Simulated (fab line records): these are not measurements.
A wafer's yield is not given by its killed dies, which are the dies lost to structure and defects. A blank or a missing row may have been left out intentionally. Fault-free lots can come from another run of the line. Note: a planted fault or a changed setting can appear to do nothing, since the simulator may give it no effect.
One fault seen from 2 desks ; flow nandHarc ; every desk sees just its own numbers, and what lay behind them comes last

## THE DEFECT DESK
What the inspections along the route counted, lot by lot: means of the sampled wafers that have a number. If a lot's mean is further than 4 standard deviations from the usual mean, the lot is out of limits and carries the mark OUT (the distance appears in the brackets).
Columns: A = rawDefectCount at NHARC_A_ONON_D1_INSPECT_32, usual 70
lot;first seen here;A
L636;day 7 19:53;62
L638;day 8 19:12;86
L639;day 8 19:28;109
L640;day 9 03:55;50
L641;day 9 03:57;48
L642;day 10 00:52;62
L645;day 10 11:12;42
L648;day 11 03:56;69
L653;day 12 03:17;40
L657;day 12 22:52;92
L655;day 12 22:56;50
L654;day 12 23:07;60
L656;day 13 03:04;63
L659;day 13 11:52;83
L658;day 13 12:08;68
Finding of this desk: none of the 15 lots has anything out of limits.

## THE METROLOGY DESK
Lot by lot, what the gauges showed, no matter which tool ran the lot: averages of those sampled wafers that carry a number. If a lot's mean is further than 4 standard deviations from the usual mean, the lot is out of limits and carries the mark OUT (the distance appears in the brackets).
Columns: A = thkNm at NHARC_A_SOURCE_PLATE_THK_MEAS_09, usual 9.8 nm; B = thkNm at NHARC_A_ONON_D1_THK_MEAS_24, usual 1001 nm
lot;first seen here;A;B
L636;day 6 16:56;10.6;1006
L638;day 7 17:14;9.7;1001
L639;day 7 17:14;9.1;1008
L640;day 8 02:09;10.0;999
L641;day 8 02:10;9.3;1012
L642;day 8 22:13;10.7;993
L645;day 9 07:23;10.2;994
L648;day 10 00:51;9.9;992
L653;day 11 01:13;10.1;1007
L654;day 11 20:29;10.2;997
L655;day 11 20:29;9.5;1049 (+5.8) OUT
L657;day 11 20:29;8.9;1000
L656;day 12 00:59;10.3;1025
L658;day 12 07:20;10.3;991
L659;day 12 07:20;9.9;1001
Finding of this desk: L655 out of limits; the first was L655 at day 12 21:16, on thkNm at NHARC_A_ONON_D1_THK_MEAS_24. In limits: L636, L638, L639, L640, L641, L642, L645, L648, L653, L654, L657, L656, L658, L659.

## PUT TOGETHER
At day 12 21:16 the metrology desk could have sounded an alarm, on L655.
Nothing the defect desk looked at was out of limits.
The defect desk has L655 on record, within its limits.
All the named lots went through NHARC_A_ONON_D1_DEP_22 on pecvdOnon-02.

## WHAT THE SIMULATOR HAD PUT IN
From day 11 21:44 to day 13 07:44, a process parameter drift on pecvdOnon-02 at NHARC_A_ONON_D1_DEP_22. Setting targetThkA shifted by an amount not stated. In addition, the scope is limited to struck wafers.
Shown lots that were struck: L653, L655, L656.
Delay in hours, fault start to first out-of-limits reading, per desk: metrology desk 24.
